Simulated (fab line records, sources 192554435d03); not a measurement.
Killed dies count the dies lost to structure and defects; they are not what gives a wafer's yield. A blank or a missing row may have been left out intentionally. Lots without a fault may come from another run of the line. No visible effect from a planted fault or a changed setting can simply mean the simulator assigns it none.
The tool behind it: which one?    flow n5_finfet    11 lots with 33 wafers sampled at 4 steps, on a route of 1938 steps

WHAT THE GAUGES READ, wafer by wafer
The record holds no reading of a measuring or inspecting step that can be judged against a usual standard deviation.

TOOL THAT RAN EACH LOT (tool first, then ch and the chambers of the sampled wafers, then the start)
lot   N5_MIM_TOP_ALD_00                 N5_MIM_TOP_ALD_02                            N5_MIM_TOP_ETCH_ETCH_00            N5_MIM_TOP_ETCH_PECVD_03
L768  ald_hk-03 ch 1,2, day 12 15:56    ald_hk-03 ch 1,2, day 12 17:14 or earlier    rie_metal-01 ch 1, day 12 17:14    pecvd-03 ch 0,2, day 12 17:28
L770  ald_hk-02 ch 0,1,2, day 13 07:47  ald_hk-02 ch 0,1,2, day 13 10:10 or earlier  rie_metal-03 ch 0,1, day 13 10:10  pecvd-01 ch 0,1, day 13 10:26
L772  ald_hk-01 ch 0,3, day 13 23:33    ald_hk-01 ch 0,3, day 14 03:04 or earlier    rie_metal-02 ch 1, day 14 03:04    pecvd-03 ch 0,1,2, day 14 03:25
L773  ald_hk-03 ch 0,1, day 14 07:52    ald_hk-03 ch 0,1, day 14 09:19 or earlier    rie_metal-01 ch 0, day 14 09:19    pecvd-01 ch 0,1, day 14 09:42
L777  ald_hk-01 ch 0,1,2, day 15 18:06  ald_hk-01 ch 0,1,2, day 15 20:07 or earlier  rie_metal-02 ch 0,1, day 15 20:07  pecvd-01 ch 1,2, day 15 20:20
L776  ald_hk-02 ch 0,3, day 15 18:30    ald_hk-02 ch 0,3, day 15 22:56 or earlier    rie_metal-02 ch 0,1, day 15 22:56  pecvd-03 ch 0,1, day 15 23:08
L785  ald_hk-01 ch 1,2,3, day 17 07:49  ald_hk-01 ch 1,2,3, day 17 11:05 or earlier  rie_metal-03 ch 0,1, day 17 11:05  pecvd-01 ch 0,1,2, day 17 11:17
L787  ald_hk-03 ch 1,2, day 17 22:37    ald_hk-03 ch 1,2, day 18 00:13 or earlier    rie_metal-02 ch 0,1, day 18 00:13  pecvd-03 ch 1,2, day 18 00:37
L788  ald_hk-02 ch 0,1,2, day 18 07:50  ald_hk-02 ch 0,1,2, day 18 10:48 or earlier  rie_metal-01 ch 0,1, day 18 10:48  pecvd-01 ch 1,2, day 18 11:01
L786  ald_hk-02 ch 0,3, day 18 10:58    ald_hk-02 ch 0,3, day 18 12:13 or earlier    rie_metal-03 ch 0,1, day 18 12:13  pecvd-04 ch 0,1,2, day 18 12:23
L789  ald_hk-01 ch 0,2,3, day 19 02:09  ald_hk-01 ch 0,2,3, day 19 03:48 or earlier  rie_metal-01 ch 0,1, day 19 03:48  pecvd-04 ch 0,1,2, day 19 03:58
- N5_MIM_TOP_ALD_00: deposits Al2O3, purge time 3 s, co reactant pulse time 3 s.
- N5_MIM_TOP_ALD_02: deposits Al2O3, purge time 3 s, co reactant pulse time 3 s.
- N5_MIM_TOP_ETCH_ETCH_00: etches TiN in Cl2/BCl3, target depth 38.5 nm.
- N5_MIM_TOP_ETCH_PECVD_03: deposits SiNx from SiH4/NH3/N2, target thk 20 nm, time 17.6 s.

WHAT THE TOOLS THEMSELVES READ (means of the sampled wafers that have a number; where no wafer has one, the mark that the record gives instead)
N5_MIM_TOP_ALD_00. Usual: precursor_pulse_height_rel reads 0.999 (standard deviation 0.023).
lot   tool       precursor_pulse_height_rel  flag
L768  ald_hk-03  1.010                       
L770  ald_hk-02  0.985                       
L772  ald_hk-01  0.992                       
L773  ald_hk-03  1.000                       
L777  ald_hk-01  1.013                       
L776  ald_hk-02  1.010                       
L785  ald_hk-01  1.013                       
L787  ald_hk-03  0.984                       
L788  ald_hk-02  1.013                       
L786  ald_hk-02  0.996                       
L789  ald_hk-01  0.999                       

N5_MIM_TOP_ALD_02. Usual: precursor_pulse_height_rel reads 0.997 (standard deviation 0.018).
lot   tool       precursor_pulse_height_rel  flag
L768  ald_hk-03  0.990                       
L770  ald_hk-02  1.002                       
L772  ald_hk-01  0.998                       
L773  ald_hk-03  0.995                       
L777  ald_hk-01  0.981                       
L776  ald_hk-02  0.991                       
L785  ald_hk-01  0.989                       
L787  ald_hk-03  0.998                       
L788  ald_hk-02  0.997                       
L786  ald_hk-02  1.006                       
L789  ald_hk-01  1.000                       

N5_MIM_TOP_ETCH_ETCH_00. Usual: bias_w 126.0 W, standard deviation 0.38; drypump_motor_current_A 5.7 A, standard deviation 0.62; oes_product_au 0.74 a.u., standard deviation 0.096; throttle_valve_pct 22.61 %, standard deviation 0.2.
lot   tool          bias_w (W)  drypump_motor_current_A (A)  oes_product_au (a.u.)  throttle_valve_pct (%)  flag
L768  rie_metal-01  125.8       5.6                          0.85                   22.95                   
L770  rie_metal-03  126.2       5.1                          0.65                   22.60                   
L772  rie_metal-02  126.4       6.3                          0.78                   22.41                   
L773  rie_metal-01  125.9       6.2                          0.72                   22.70                   
L777  rie_metal-02  137.9       6.3                          0.75                   22.58                   OFF
L776  rie_metal-02  132.5       6.4                          0.71                   22.73                   OFF
L785  rie_metal-03  126.1       5.0                          0.75                   22.47                   
L787  rie_metal-02  126.1       6.4                          0.68                   22.75                   
L788  rie_metal-01  125.8       6.0                          0.74                   22.80                   
L786  rie_metal-03  125.4       5.1                          0.74                   22.48                   
L789  rie_metal-01  125.8       6.0                          0.74                   22.81                   

N5_MIM_TOP_ETCH_PECVD_03. Usual: heater_power_w 724 W, standard deviation 80; showerhead_plenum_p_Torr 5.14 Torr, standard deviation 0.063; susceptor_temp_C 399.98 C, standard deviation 0.24; throttle_valve_pct 39.9 %, standard deviation 2.1.
lot   tool      heater_power_w (W)  showerhead_plenum_p_Torr (Torr)  susceptor_temp_C (C)  throttle_valve_pct (%)  flag
L768  pecvd-03  712                 5.13                             399.98                40.0                    
L770  pecvd-01  772                 5.15                             399.66                42.5                    
L772  pecvd-03  709                 5.17                             400.19                39.0                    
L773  pecvd-01  781                 5.18                             400.07                41.8                    
L777  pecvd-01  721                 5.14                             399.97                40.2                    
L776  pecvd-03  675                 5.19                             400.16                39.4                    
L785  pecvd-01  761                 5.17                             399.99                41.1                    
L787  pecvd-03  740                 5.22                             399.82                38.0                    
L788  pecvd-01  703                 5.15                             399.91                41.8                    
L786  pecvd-04  701                 5.09                             399.71                39.6                    
L789  pecvd-04  665                 5.09                             399.98                39.7                    

THE ANSWER, worked out from the rows above alone
Rule: take the mean of a lot's wafers that have a number; if it is more than 3 standard deviations from the usual mean, the lot is off. A lot without any number at a reading at which 4 lots or more have one is off too. All remaining lots with rows at the step are treated as sound. The gauges are gone through in route order, then the tools' own readings, and for those a lot's mean is taken as printed above. At the first step where some lot is off, the reading lying furthest off is the one used; lots without a number count as furthest.
Off at N5_MIM_TOP_ETCH_ETCH_00 (bias_w): L777, L776.
If a tool, at that step or one of the process steps before it, ran each lot that is off and ran no sound lot following the first of them, it fits. With no start given for some of its lots, N5_MIM_TOP_ALD_02 uses the hours and lot order of N5_MIM_TOP_ETCH_ETCH_00. None of those tried fits.

WHAT HAD BEEN PUT IN BY THE SIMULATOR
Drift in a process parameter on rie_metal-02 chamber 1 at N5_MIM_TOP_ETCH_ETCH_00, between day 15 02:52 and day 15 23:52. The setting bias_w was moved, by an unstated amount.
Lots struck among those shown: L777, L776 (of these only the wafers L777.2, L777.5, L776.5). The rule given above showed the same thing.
